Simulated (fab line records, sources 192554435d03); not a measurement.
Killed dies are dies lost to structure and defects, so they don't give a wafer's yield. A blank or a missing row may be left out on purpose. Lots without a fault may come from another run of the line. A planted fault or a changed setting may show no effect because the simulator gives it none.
fab line records | flow n5_finfet
record lots=11 wafers=30 last_day=15
route steps=1938 shown BEOL_M4@1058 PASSIVATION@1936
lots that met no fault: from a run of the same line without faults
start_h: hours from the record's first day to the start of the lot's first wafer shown | wait_h: hours since the lot's step before | " the same as in the row above | L1.1+2: a row that stands for several wafers | - no value, or no start given | * or withheld: withheld | < > ~ a bound
route shown NAME@n: a module of which the file shows steps, and the number in the route of the first | usual: mean/standard deviation of fault-free wafers | same: alike in all rows | chamber/n: place in a boat | sites: the reading at each site | _std_site: their standard deviation | _edge_site: outer sites' mean less inner sites' | radius_mm: how far each site lies from the wafer's centre | mask NAME#n: copy n | behind: the tool/chamber that last shaped the wafer | hold: why the lot was held/for how many hours/how that ended | device: the transistor (n, p or np) that didn't switch | end of line: the same wafers' tests at the end of the route | a step without rows: its recipe alone | killed: dies lost to structure and defects at the first sort, not the wafer's yield | map: a wafer's dies, x killed, . not, _ none there
set.NAME: the setting as run; set.NAME@STEP: as run at that earlier step | model.NAME: the simulator's own value behind a step, which no gauge read
steps of the route over a sample of lots; a table a step, a row a wafer
services: from which hour (start_h, from the record's first day; less than 0 if before it) a tool's chamber was out of use, for how many hours, and why
## steps
# step N5_BEOL_M4_INSPECT_30
# recipe mode=adi inspect_instrument=brightfield
# usual raw_defect_count=418/89
# columns lot.wafer tool chamber start_h wait_h raw_defect_count
L445.2 defect_inspect-01 - 151.70 0.0 288
L445.3 " - " " 227
L447.2 defect_inspect-01 - 158.40 0.0 299
L447.6 " - " " 315
L448.2 defect_inspect-02 - 170.51 0.0 590
L448.5 " - " " 446
L448.6 " - " " 475
L449.1 defect_inspect-01 - 180.44 0.1 304
L449.3 " - " " 518
L449.6 " - " " 603
L450.3 defect_inspect-02 - 182.37 0.0 419
L450.5 " - " " 438
L450.6 " - " " 327
L453.2 defect_inspect-01 - 201.70 0.0 433
L453.4 " - " " 430
L455.3 defect_inspect-01 - 202.21 0.0 386
L455.4 " - " " 432
L455.5 " - " " 537
L456.2 defect_inspect-01 - 214.31 0.0 350
L456.3 " - " " 398
L456.6 " - " " 591
L459.1 defect_inspect-01 - 239.89 0.1 395
L459.2 " - " " 469
L459.4 " - " " 430
L460.1 defect_inspect-02 - 251.33 0.1 502
L460.4 " - " " 475
L460.6 " - " " 464
L465.2 defect_inspect-02 - 266.56 0.0 363
L465.3 " - " " 389
L465.5 " - " " 535
# step N5_BEOL_M4_TRENCH_ETCH_37
# recipe chemistry=C4F6/O2 target_depth_a=555.55 target=SiOC time_s=29.2 ion_energy_ev=250 pressure_mtorr=30 source_w=355 bias_w=185 Ar_flow_sccm=300 C4F6_flow_sccm=10 O2_flow_sccm=10
# usual bias_w=185.0/0.57 drypump_motor_current_A=5.7/0.38 oes_product_au=0.77/0.092 rf_vpp_V=661/8.9 showerhead_plenum_p_Torr=2.83/0.079 throttle_valve_pct=21.09/0.24
# columns lot.wafer tool chamber start_h wait_h bias_w drypump_motor_current_A oes_product_au rf_hours_counter_h rf_vpp_V showerhead_plenum_p_Torr throttle_valve_pct
L445.2 rie_diel-02 0 152.31 - 186.2 5.3 0.90 33 670 2.92 21.20
L445.3 " 3 " " 185.6 5.8 0.85 45 655 3.00 20.74
L447.2 rie_diel-06 2 159.22 - 185.4 5.3 0.73 203 658 2.75 21.25
L447.6 " 3 " " 184.1 5.9 0.70 - 663 2.82 21.56
L448.2 rie_diel-04 2 175.78 - 185.1 6.4 0.73 182 664 2.72 20.80
L448.5 " 3 " " 185.0 5.7 0.72 - 676 2.84 21.18
L448.6 " 0 " " 185.2 6.1 0.78 - 667 2.77 20.93
L449.1 rie_diel-02 1 180.98 - 185.7 5.6 0.71 201 634 2.94 21.15
L449.3 " 0 " " 184.6 5.3 0.87 44 669 2.92 21.21
L449.6 " 0 " " 184.6 5.3 0.88 - 669 2.92 21.20
L450.3 rie_diel-06 3 183.71 - 184.4 5.9 0.68 252 663 2.82 21.60
L450.5 " 2 " " 184.6 5.3 0.71 - 657 2.74 21.27
L450.6 " 0 " " 184.3 6.0 0.66 - 655 2.90 21.04
L453.2 rie_diel-06 2 204.64 - 184.6 5.3 0.71 223 656 2.74 21.29
L453.4 " 2 " " 184.9 5.3 0.71 - 658 2.74 21.27
L455.3 rie_diel-06 1 205.49 - 185.0 6.1 0.70 247 658 2.93 21.25
L455.4 " 1 " " 185.1 6.1 0.70 - 660 2.93 21.24
L455.5 " 3 " " 185.2 5.9 0.68 - 662 2.81 21.62
L456.2 rie_diel-06 2 217.56 - 184.8 5.3 0.72 228 656 2.73 21.30
L456.3 " 3 " " 185.0 5.9 0.67 266 663 2.81 21.61
L456.6 " 3 " " 184.0 5.9 0.67 - 663 2.81 21.62
L459.1 rie_diel-06 0 241.34 - 185.2 5.9 0.97 9 656 2.89 20.64
L459.2 " 2 " " 185.7 5.3 0.70 238 657 2.73 21.30
L459.4 " 2 " " 185.7 5.3 0.70 - 657 2.73 21.30
L460.1 rie_diel-06 3 252.60 - 192.1 5.9 0.95 8 682 2.81 21.20
L460.4 " 0 " " 192.5 5.9 0.98 - 677 2.89 20.67
L460.6 " 2 " " 191.4 5.3 0.70 - 677 2.73 21.31
L465.2 rie_diel-06 3 267.09 - 191.7 5.9 0.94 13 682 2.80 21.21
L465.3 " 1 " " 192.7 6.1 0.97 4 680 2.92 20.86
L465.5 " 1 " " 192.8 6.1 0.97 - 680 2.92 20.87
# step N5_BEOL_M4_DEGAS_44
# recipe ambient=vacuum temp_c=250 time_s=60
# usual heater_power_w=333/25
# columns lot.wafer tool chamber start_h wait_h heater_power_w
L445.2 pvd_sputter-02 - 153.38 0.8 315
L445.3 " - " " 320
L447.2 pvd_sputter-01 - 159.61 0.1 351
L447.6 " - " " 348
L448.2 pvd_sputter-01 - 176.21 0.1 327
L448.5 " - " " 285
L448.6 " - " " 360
L449.1 pvd_sputter-01 - 181.32 0.0 361
L449.3 " - " " 293
L449.6 " - " " 352
L450.3 pvd_sputter-01 - 184.05 0.0 321
L450.5 " - " " 352
L450.6 " - " " 347
L453.2 pvd_sputter-03 - 205.65 0.7 296
L453.4 " - " " 364
L455.3 pvd_sputter-03 - 206.05 0.2 307
L455.4 " - " " 342
L455.5 " - " " 328
L456.2 pvd_sputter-03 - 218.52 0.7 299
L456.3 " - " " 335
L456.6 " - " " 345
L459.1 pvd_sputter-01 - 241.85 0.2 286
L459.2 " - " " 316
L459.4 " - " " 360
L460.1 pvd_sputter-03 - 252.94 0.0 338
L460.4 " - " " 357
L460.6 " - " " 330
L465.2 pvd_sputter-02 - 268.02 0.6 308
L465.3 " - " " 349
L465.5 " - " " 299
# step N5_BEOL_M4_PRE_CLEAN_45
# recipe gas=H2/He time_s=30 temp_c=250
# usual heater_power_w=334/25
# columns lot.wafer tool chamber start_h wait_h heater_power_w
L445.2 pvd_sputter-02 - 153.42 0.0 320
L445.3 " - " " 311
L447.2 pvd_sputter-01 - 159.65 0.0 357
L447.6 " - " " 353
L448.2 pvd_sputter-01 - 176.25 0.0 325
L448.5 " - " " 284
L448.6 " - " " 355
L449.1 pvd_sputter-01 - 181.36 0.0 364
L449.3 " - " " 290
L449.6 " - " " 348
L450.3 pvd_sputter-01 - 184.09 0.0 327
L450.5 " - " " 365
L450.6 " - " " 353
L453.2 pvd_sputter-03 - 205.69 0.0 298
L453.4 " - " " 350
L455.3 pvd_sputter-03 - 206.09 0.0 307
L455.4 " - " " 341
L455.5 " - " " 354
L456.2 pvd_sputter-03 - 218.56 0.0 310
L456.3 " - " " 344
L456.6 " - " " 344
L459.1 pvd_sputter-01 - 241.89 0.0 300
L459.2 " - " " 321
L459.4 " - " " 354
L460.1 pvd_sputter-03 - 252.99 0.0 339
L460.4 " - " " 352
L460.6 " - " " 348
L465.2 pvd_sputter-02 - 268.06 0.0 315
L465.3 " - " " 357
L465.5 " - " " 294
# step N5_BEOL_M4_RC_MEAS_101
# usual DIBL_N=36.3/1.6 DIBL_P=36.2/2.1 IOFF_N=0.16/0.031 IOFF_P=0.21/0.034 ION_N=673/11 ION_P=461/7.4 SS_N=71.6/0.55 SS_P=73.3/0.66 VT_N=251/3.2 VT_P=-251/3.5
# columns lot.wafer tool chamber start_h wait_h DIBL_N[mV/V] DIBL_P[mV/V] IOFF_N[nA/um] IOFF_P[nA/um] ION_N[uA/um] ION_P[uA/um] SS_N[mV/dec] SS_P[mV/dec] VT_N[mV] VT_P[mV]
L445.2 prober-02 0 157.00 0.2 36.6 35.7 0.16 0.23 678 469 72.4 73.7 250 -252
L445.3 " 0 " " 34.4 33.3 0.13 0.19 683 473 71.6 73.3 252 -250
L447.2 prober-02 0 163.25 0.2 33.4 33.4 0.12 0.15 664 452 70.8 72.9 258 -254
L447.6 " 0 " " 35.0 36.1 0.15 0.20 661 453 71.6 73.3 249 -251
L448.2 prober-01 0 180.04 0.2 37.1 37.1 0.18 0.21 673 458 72.1 74.2 248 -250
L448.5 " 0 " " 34.0 33.1 0.12 0.16 648 447 71.8 72.7 254 -255
L448.6 " 0 " " 35.2 35.2 0.15 0.18 679 456 72.0 73.1 250 -254
L449.1 prober-02 0 185.05 0.0 36.0 35.8 0.14 0.22 661 460 72.0 73.4 255 -250
L449.3 " 0 " " 38.8 39.2 0.20 0.28 679 467 71.9 74.3 249 -244
L449.6 " 0 " " 38.9 39.4 0.19 0.28 675 473 72.2 74.7 248 -244
L450.3 prober-01 0 188.45 0.3 34.0 34.1 0.12 0.20 665 465 70.5 73.1 253 -249
L450.5 " 0 " " 35.5 35.7 0.15 0.21 666 461 70.8 73.2 251 -247
L450.6 " 0 " " 32.7 32.4 0.11 0.18 669 468 70.6 72.9 256 -252
L453.2 prober-01 0 209.78 0.2 34.9 32.9 0.12 0.18 653 457 71.0 73.2 255 -252
L453.4 " 0 " " 35.7 33.0 0.14 0.19 677 462 70.8 72.8 251 -253
L455.3 prober-01 0 211.20 0.3 34.6 34.2 0.14 0.17 675 458 71.9 73.1 252 -255
L455.4 " 0 " " 36.0 36.7 0.18 0.20 683 469 71.6 73.8 249 -251
L455.5 " 0 " " 35.9 36.5 0.17 0.20 694 469 72.3 74.3 249 -252
L456.2 prober-01 0 222.41 0.2 35.0 33.8 0.13 0.17 672 456 70.8 72.5 256 -254
L456.3 " 0 " " 37.7 36.7 0.19 0.21 676 456 72.4 73.1 249 -251
L456.6 " 0 " " 36.8 34.5 0.15 0.18 661 453 71.7 72.5 253 -254
L459.1 prober-01 0 245.71 0.0 36.4 38.2 0.18 0.25 687 474 71.8 73.9 246 -248
L459.2 " 0 " " 35.1 35.3 0.15 0.19 670 457 71.4 73.2 249 -250
L459.4 " 0 " " 38.9 40.0 0.22 0.27 682 467 72.6 74.5 246 -250
L460.1 prober-02 0 256.65 0.0 36.4 34.9 0.15 0.19 674 457 71.6 72.7 248 -251
L460.4 " 0 " " 34.2 32.6 0.12 0.16 643 451 71.2 71.4 255 -251
L460.6 " 0 " " 34.8 34.5 0.14 0.19 660 459 70.7 73.0 253 -252
L465.2 prober-01 0 273.49 0.2 36.9 37.1 0.16 0.18 670 454 71.6 73.1 251 -258
L465.3 " 0 " " 33.8 33.7 0.11 0.13 662 446 70.9 72.7 256 -262
L465.5 " 0 " " 36.6 37.1 0.16 0.17 682 459 71.5 73.2 249 -258
# step N5_PASSIVATION_PROBE_49
# usual defect_limited_yield=91.5/1.5 killed_at_M0_to_M3=32/9.4 killed_at_M4_up=12/5.1 killed_at_contacts=11/7.4 killed_at_front_end=41/11 killed_at_other=3.4/2.5 killed_dies=100/17 killed_open=65/14 killed_short=33/7 sort_bin_5_function=4.9/0.96 sort_bin_6_memory=3.1/0.7 sort_bin_8_speed=0.00/0.01 sort_n_pass=1080/17 sort_yield_pct=91.5/1.5
# same gross_dies=1180 killed_at_back_side=0 sort_bin_4_leakage[%]=0
# columns lot.wafer tool chamber start_h wait_h defect_limited_yield[%] killed_at_M0_to_M3 killed_at_M4_up killed_at_contacts killed_at_front_end killed_at_other killed_dies killed_open killed_short sort_bin_5_function[%] sort_bin_6_memory[%] sort_bin_8_speed[%] sort_n_pass sort_yield_pct[%]
L445.2 prober-02 - 251.39 0.1 92.2 22 9 13 42 6 92 64 28 4.8 2.8 0 1088 92.2
L445.3 prober-02 - 251.44 0.1 91.8 19 15 10 47 6 97 59 35 4.6 3.4 0 1083 91.8
L447.2 prober-01 - 255.74 0.1 93.4 26 13 9 27 3 78 48 28 3.6 2.8 0 1102 93.4
L447.6 prober-01 - 255.94 0.3 92.1 35 6 10 37 5 93 64 29 4.7 3.0 0 1087 92.1
L448.2 prober-01 - 278.61 0.1 88.9 25 13 38 52 3 131 89 40 6.9 3.7 0 1049 88.9
L448.5 prober-01 - 278.76 0.2 91.3 28 24 8 43 0 103 59 38 5.2 2.5 0.08 1076 91.2
L448.6 prober-01 - 278.81 0.3 92.8 14 14 17 38 2 85 55 28 4.1 3.0 0 1095 92.8
L450.3 prober-01 - 285.71 0.1 88.2 27 12 42 54 4 139 102 37 7.2 3.9 0 1041 88.2
L450.5 prober-01 - 285.81 0.2 90.5 33 17 21 33 8 112 91 20 5.5 3.7 0 1068 90.5
L450.6 prober-01 - 285.86 0.3 89.2 38 17 34 31 7 127 83 44 5.8 4.5 0 1053 89.2
L449.1 prober-02 - 289.72 0.0 88.5 30 14 7 79 6 136 77 58 7.1 3.8 0 1044 88.5
L449.3 prober-02 - 289.82 0.1 89.3 31 16 9 64 6 126 81 43 5.7 4.7 0 1054 89.3
L449.6 prober-02 - 289.97 0.3 91.6 27 18 15 33 6 99 65 32 5.3 2.7 0 1081 91.6
L453.2 prober-02 - 304.45 0.1 92.4 30 7 16 36 1 90 59 30 4.3 3.1 0 1090 92.4
L453.4 prober-02 - 304.55 0.2 92.3 34 12 7 37 1 91 62 28 5.1 2.5 0 1089 92.3
L455.3 prober-02 - 305.21 0.1 88.7 40 15 6 71 1 133 99 34 7.1 3.6 0 1047 88.7
L455.4 prober-02 - 305.26 0.2 90.3 49 23 11 29 2 114 74 40 6.6 2.9 0 1066 90.3
L455.5 prober-02 - 305.31 0.2 89.3 46 7 4 69 0 126 89 33 5.8 4.2 0 1054 89.3
L456.2 prober-02 - 317.66 0.1 89.7 39 19 20 44 0 122 83 39 5.4 4.3 0 1058 89.7
L456.3 prober-02 - 317.71 0.1 90.4 45 14 18 35 1 113 80 33 5.2 4.0 0 1067 90.4
L456.6 prober-02 - 317.86 0.3 89.5 44 13 13 54 0 124 85 37 5.8 4.7 0 1056 89.5
L459.1 prober-02 - 339.74 0.0 91.7 40 15 6 30 7 98 67 30 5.1 2.9 0 1082 91.7
L459.2 prober-02 - 339.79 0.1 91.5 26 15 7 51 1 100 65 35 6.0 2.3 0 1080 91.5
L459.4 prober-02 - 339.89 0.2 91.4 28 8 14 51 1 102 68 33 4.9 3.4 0 1078 91.4
L460.1 prober-02 - 349.82 0.0 90.6 35 7 18 51 0 111 75 34 5.8 3.1 0 1069 90.6
L460.4 prober-02 - 349.97 0.2 90.9 43 8 9 41 6 107 59 48 5.1 3.4 0.08 1072 90.8
L460.6 prober-02 - 350.07 0.3 90.7 38 15 21 34 2 110 87 23 5.8 3.1 0 1070 90.7
L465.2 prober-01 - 359.84 0.1 93.0 19 2 8 49 5 83 51 32 3.6 3.0 0 1097 93.0
L465.3 prober-01 - 359.89 0.1 92.4 38 6 10 34 2 90 62 26 4.7 2.5 0 1090 92.4
L465.5 prober-01 - 359.99 0.2 93.9 31 4 5 31 1 72 47 25 3.3 2.7 0 1108 93.9
# killed by level:class
L445.2 STI_FIN_REVEAL:geometric_particle:open=16 MOL_CONTACT_COAG:geometric_particle:open=11 BEOL_M0_SAQP:geometric_particle:open=6 BEOL_M3:geometric_particle:open=5 BEOL_M0_SAQP:geometric_particle:short=5 FIN_SAQP:geometric_particle:open=4 BEOL_M2:geometric_particle:open=4 BEOL_M4:geometric_particle:open=4
L445.3 FIN_SAQP:geometric_particle:short=12 STI_FIN_REVEAL:geometric_particle:open=9 FIN_SAQP:geometric_particle:open=7 BEOL_M3:geometric_particle:open=7 MOL_CONTACT_COAG:geometric_particle:short=5 BEOL_M2:geometric_particle:open=5 BEOL_M5:geometric_particle:open=5 ILD0:geometric_particle:short=4
L447.2 BEOL_M2:geometric_particle:open=8 DUMMY_GATE:geometric_particle:open=5 MOL_CONTACT_COAG:geometric_particle:open=5 BEOL_M1:geometric_particle:open=5 STI_FIN_REVEAL:geometric_particle:open=4 MOL_CONTACT_COAG:geometric_particle:short=4 BEOL_M4:geometric_particle:open=4 FIN_SAQP:geometric_particle:short=3
L447.6 BEOL_M2:geometric_particle:open=15 MOL_CONTACT_COAG:geometric_particle:open=9 DUMMY_GATE:geometric_particle:open=7 BEOL_M0_SAQP:geometric_particle:short=7 BEOL_M1:geometric_particle:open=7 ILD0:geometric_particle:short=6 STARTING-WAFER:geometric_particle:open=6 STI_FIN_REVEAL:geometric_particle:open=4
L448.2 MOL_CONTACT_COAG:geometric_particle:open=30 FIN_SAQP:geometric_particle:short=11 STI_FIN_REVEAL:geometric_particle:open=10 FIN_SAQP:geometric_particle:open=9 MOL_CONTACT_COAG:geometric_particle:short=8 BEOL_M0_SAQP:geometric_particle:short=7 DUMMY_GATE:geometric_particle:open=6 BEOL_M0_SAQP:geometric_particle:open=5
L448.5 BEOL_M4:geometric_particle:open=11 FIN_SAQP:geometric_particle:short=7 STI_FIN_REVEAL:geometric_particle:open=6 HKMG_FIN:area_etch=6 FIN_SAQP:geometric_particle:open=5 BEOL_M0_SAQP:geometric_particle:open=5 BEOL_M3:geometric_particle:open=5 MOL_CONTACT_COAG:geometric_particle:open=5
L448.6 MOL_CONTACT_COAG:geometric_particle:open=15 STI_FIN_REVEAL:geometric_particle:open=8 GATE_CUT:geometric_particle:short=5 BEOL_M0_SAQP:geometric_particle:short=5 BEOL_M0_SAQP:geometric_particle:open=5 FIN_SAQP:geometric_particle:open=4 GATE_CUT:geometric_particle:open=4 STARTING-WAFER:geometric_particle:open=4
L450.3 MOL_CONTACT_COAG:geometric_particle:open=31 STI_FIN_REVEAL:geometric_particle:open=13 MOL_CONTACT_COAG:geometric_particle:short=11 DUMMY_GATE:geometric_particle:open=9 GATE_CUT:geometric_particle:short=7 FIN_SAQP:geometric_particle:open=6 BEOL_M3:geometric_particle:open=6 GATE_CUT:geometric_particle:open=5
L450.5 MOL_CONTACT_COAG:geometric_particle:open=21 STI_FIN_REVEAL:geometric_particle:open=17 BEOL_M3:geometric_particle:open=11 BEOL_M4:geometric_particle:open=10 BEOL_M0_SAQP:geometric_particle:short=6 BEOL_M0_SAQP:geometric_particle:open=6 BEOL_M2:geometric_particle:open=6 BEOL_M4:geometric_particle:short=4
L450.6 MOL_CONTACT_COAG:geometric_particle:open=21 MOL_CONTACT_COAG:geometric_particle:short=13 BEOL_M0_SAQP:geometric_particle:short=12 BEOL_M2:geometric_particle:open=11 BEOL_M0_SAQP:geometric_particle:open=8 STI_FIN_REVEAL:geometric_particle:open=7 BEOL_M4:geometric_particle:open=6 STARTING-WAFER:geometric_particle:short=6
L449.1 FIN_SAQP:geometric_particle:open=18 STI_FIN_REVEAL:geometric_particle:open=18 GATE_CUT:geometric_particle:short=16 FIN_SAQP:geometric_particle:short=10 BEOL_M0_SAQP:geometric_particle:open=10 BEOL_M0_SAQP:geometric_particle:short=10 BEOL_M3:geometric_particle:open=5 STI_FIN_REVEAL:geometric_particle:short=5
L449.3 STI_FIN_REVEAL:geometric_particle:open=14 GATE_CUT:geometric_particle:short=14 BEOL_M3:geometric_particle:open=14 FIN_SAQP:geometric_particle:open=11 BEOL_M4:geometric_particle:open=9 BEOL_M0_SAQP:geometric_particle:open=6 DUMMY_GATE:geometric_particle:open=5 GATE_CUT:geometric_particle:open=5
L449.6 MOL_CONTACT_COAG:geometric_particle:open=13 STI_FIN_REVEAL:geometric_particle:open=9 GATE_CUT:geometric_particle:short=8 BEOL_M2:geometric_particle:open=7 BEOL_M3:geometric_particle:open=6 BEOL_M5:geometric_particle:short=5 STI_FIN_REVEAL:geometric_particle:short=5 BEOL_M0_SAQP:geometric_particle:open=5
L453.2 MOL_CONTACT_COAG:geometric_particle:open=12 FIN_SAQP:geometric_particle:open=9 FIN_SAQP:geometric_particle:short=9 BEOL_M3:geometric_particle:open=8 BEOL_M1:geometric_particle:open=6 BEOL_M0_SAQP:geometric_particle:open=6 BEOL_M3:geometric_particle:short=5 STI_FIN_REVEAL:geometric_particle:open=4
L453.4 FIN_SAQP:geometric_particle:open=11 FIN_SAQP:geometric_particle:short=10 BEOL_M2:geometric_particle:open=10 MOL_CONTACT_COAG:geometric_particle:open=5 DUMMY_GATE:geometric_particle:open=5 BEOL_M0_SAQP:geometric_particle:open=5 BEOL_M0:geometric_particle:open=5 BEOL_M4:geometric_particle:short=5
L455.3 FIN_SAQP:geometric_particle:open=24 BEOL_M1:geometric_particle:open=12 STI_FIN_REVEAL:geometric_particle:open=11 BEOL_M2:geometric_particle:open=9 FIN_SAQP:geometric_particle:short=7 STI_FIN_REVEAL:geometric_particle:short=7 BEOL_M0_SAQP:geometric_particle:open=7 GATE_CUT:geometric_particle:open=6
L455.4 BEOL_M0_SAQP:geometric_particle:open=14 BEOL_M0_SAQP:geometric_particle:short=13 BEOL_M4:geometric_particle:open=13 BEOL_M2:geometric_particle:open=10 FIN_SAQP:geometric_particle:open=9 MOL_CONTACT_COAG:geometric_particle:open=7 STI_FIN_REVEAL:geometric_particle:open=5 BEOL_M5:geometric_particle:open=5
L455.5 BEOL_M2:geometric_particle:open=22 FIN_SAQP:geometric_particle:open=20 FIN_SAQP:geometric_particle:short=14 BEOL_M0_SAQP:geometric_particle:open=8 BEOL_M1:geometric_particle:open=7 GATE_CUT:geometric_particle:short=7 STI_FIN_REVEAL:geometric_particle:open=6 DUMMY_GATE:geometric_particle:open=5
L456.2 MOL_CONTACT_COAG:geometric_particle:open=14 STI_FIN_REVEAL:geometric_particle:open=9 BEOL_M0_SAQP:geometric_particle:short=7 BEOL_M2:geometric_particle:open=7 BEOL_M4:geometric_particle:open=7 DUMMY_GATE:geometric_particle:open=6 MOL_CONTACT_COAG:geometric_particle:short=6 FIN_SAQP:geometric_particle:short=5
L456.3 MOL_CONTACT_COAG:geometric_particle:open=15 BEOL_M3:geometric_particle:open=12 BEOL_M1:geometric_particle:open=11 FIN_SAQP:geometric_particle:open=10 STI_FIN_REVEAL:geometric_particle:open=8 BEOL_M0_SAQP:geometric_particle:short=5 BEOL_M0_SAQP:geometric_particle:open=5 BEOL_M1:geometric_particle:short=5
L456.6 FIN_SAQP:geometric_particle:open=13 MOL_CONTACT_COAG:geometric_particle:open=13 BEOL_M1:geometric_particle:open=11 BEOL_M1:geometric_particle:short=8 STI_FIN_REVEAL:geometric_particle:open=7 ILD0:geometric_particle:open=7 BEOL_M0_SAQP:geometric_particle:short=7 BEOL_M2:geometric_particle:open=5
L459.1 BEOL_M0_SAQP:geometric_particle:short=12 BEOL_M0_SAQP:geometric_particle:open=12 BEOL_M1:geometric_particle:open=7 BEOL_M4:geometric_particle:open=6 PASS1_DEP:geometric_particle:open=6 DUMMY_GATE:geometric_particle:open=5 MOL_CONTACT_COAG:geometric_particle:open=5 BEOL_M3:geometric_particle:open=5
L459.2 STI_FIN_REVEAL:geometric_particle:open=14 FIN_SAQP:geometric_particle:short=12 BEOL_M0_SAQP:geometric_particle:short=8 BEOL_M0_SAQP:geometric_particle:open=8 FIN_SAQP:geometric_particle:open=7 MOL_CONTACT_COAG:geometric_particle:open=5 DUMMY_GATE:geometric_particle:open=4 GATE_CUT:geometric_particle:open=4
L459.4 FIN_SAQP:geometric_particle:open=15 MOL_CONTACT_COAG:geometric_particle:open=13 FIN_SAQP:geometric_particle:short=10 BEOL_M0_SAQP:geometric_particle:open=9 STI_FIN_REVEAL:geometric_particle:open=4 DUMMY_GATE:geometric_particle:open=4 BEOL_M2:geometric_particle:open=4 BEOL_M0_SAQP:geometric_particle:short=3
L460.1 FIN_SAQP:geometric_particle:open=17 MOL_CONTACT_COAG:geometric_particle:open=14 BEOL_M1:geometric_particle:open=12 FIN_SAQP:geometric_particle:short=9 GATE_CUT:geometric_particle:short=6 BEOL_M3:geometric_particle:open=6 BEOL_M2:geometric_particle:open=5 DUMMY_GATE:geometric_particle:open=4
L460.4 FIN_SAQP:geometric_particle:short=17 BEOL_M0_SAQP:geometric_particle:open=12 FIN_SAQP:geometric_particle:open=11 BEOL_M0_SAQP:geometric_particle:short=8 BEOL_M3:geometric_particle:open=8 MOL_CONTACT_COAG:geometric_particle:open=6 BEOL_M1:geometric_particle:open=4 PASS1_CAP:geometric_particle:short=4
L460.6 MOL_CONTACT_COAG:geometric_particle:open=17 FIN_SAQP:geometric_particle:open=10 BEOL_M0_SAQP:geometric_particle:open=9 BEOL_M2:geometric_particle:open=8 FIN_SAQP:geometric_particle:short=7 BEOL_M3:geometric_particle:open=7 BEOL_M5:geometric_particle:open=6 BEOL_M1:geometric_particle:open=6
L465.2 STI_FIN_REVEAL:geometric_particle:open=9 GATE_CUT:geometric_particle:short=9 MOL_CONTACT_COAG:geometric_particle:open=8 BEOL_M2:geometric_particle:open=7 FIN_SAQP:geometric_particle:open=6 BEOL_M0_SAQP:geometric_particle:short=6 BEOL_M0_SAQP:geometric_particle:open=5 FIN_SAQP:geometric_particle:short=4
L465.3 BEOL_M2:geometric_particle:open=15 STI_FIN_REVEAL:geometric_particle:open=8 MOL_CONTACT_COAG:geometric_particle:open=6 BEOL_M1:geometric_particle:open=5 BEOL_M1:geometric_particle:short=5 FIN_SAQP:geometric_particle:short=4 SPACER0:geometric_particle:open=4 GATE_CUT:geometric_particle:short=4
L465.5 FIN_SAQP:geometric_particle:open=8 BEOL_M0_SAQP:geometric_particle:open=8 BEOL_M3:geometric_particle:open=7 BEOL_M2:geometric_particle:open=6 GATE_CUT:geometric_particle:short=5 MOL_CONTACT_COAG:geometric_particle:open=4 FIN_SAQP:geometric_particle:short=3 STI_FIN_REVEAL:geometric_particle:open=3
## services
# columns tool chamber start_h hours kind
rie_diel-02 1 162.23 15.8 repair
rie_diel-02 - 192.75 0.2 repair
rie_diel-06 0 198.38 - clean
rie_diel-06 0 198.38 - consumable_replace:focus_ring
rie_diel-06 0 198.38 20.0 scheduled_down
rie_diel-06 0 198.38 20.0 vent_cycle
rie_diel-04 0 208.52 8.1 repair
rie_diel-06 3 218.47 - clean
rie_diel-06 3 218.47 - consumable_replace:focus_ring
rie_diel-06 3 218.47 14.5 scheduled_down
rie_diel-06 3 218.47 14.5 vent_cycle
rie_diel-06 - 224.00 4.3 pm
rie_diel-06 1 232.93 - clean
rie_diel-06 1 232.93 - consumable_replace:focus_ring
rie_diel-06 1 232.93 23.5 scheduled_down
rie_diel-06 1 232.93 23.5 vent_cycle
rie_diel-02 2 266.21 11.0 repair
## key
first_sign step=N5_BEOL_M4_TRENCH_ETCH_37 reading=bias_w direction=up sigmas=13 usual=* struck=*
effect step=N5_BEOL_M4_TRENCH_ETCH_37 reading=rf_vpp_V direction=up sigmas=2.1 usual=661 struck=680
met_at N5_BEOL_M4_TRENCH_ETCH_37
struck_lots L460,L465
not_acting_at N5_BEOL_M4_INSPECT_30,N5_BEOL_M4_DEGAS_44,N5_BEOL_M4_PRE_CLEAN_45
onset_between 241.34 252.60
fault kind=process_parameter_drift tool=rie_diel-06 chamber=- onset_h=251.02 steps=N5_BEOL_M4_TRENCH_ETCH_37 channel=bias_w offset=* shape=step end_h=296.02 acts_in=* stated=*
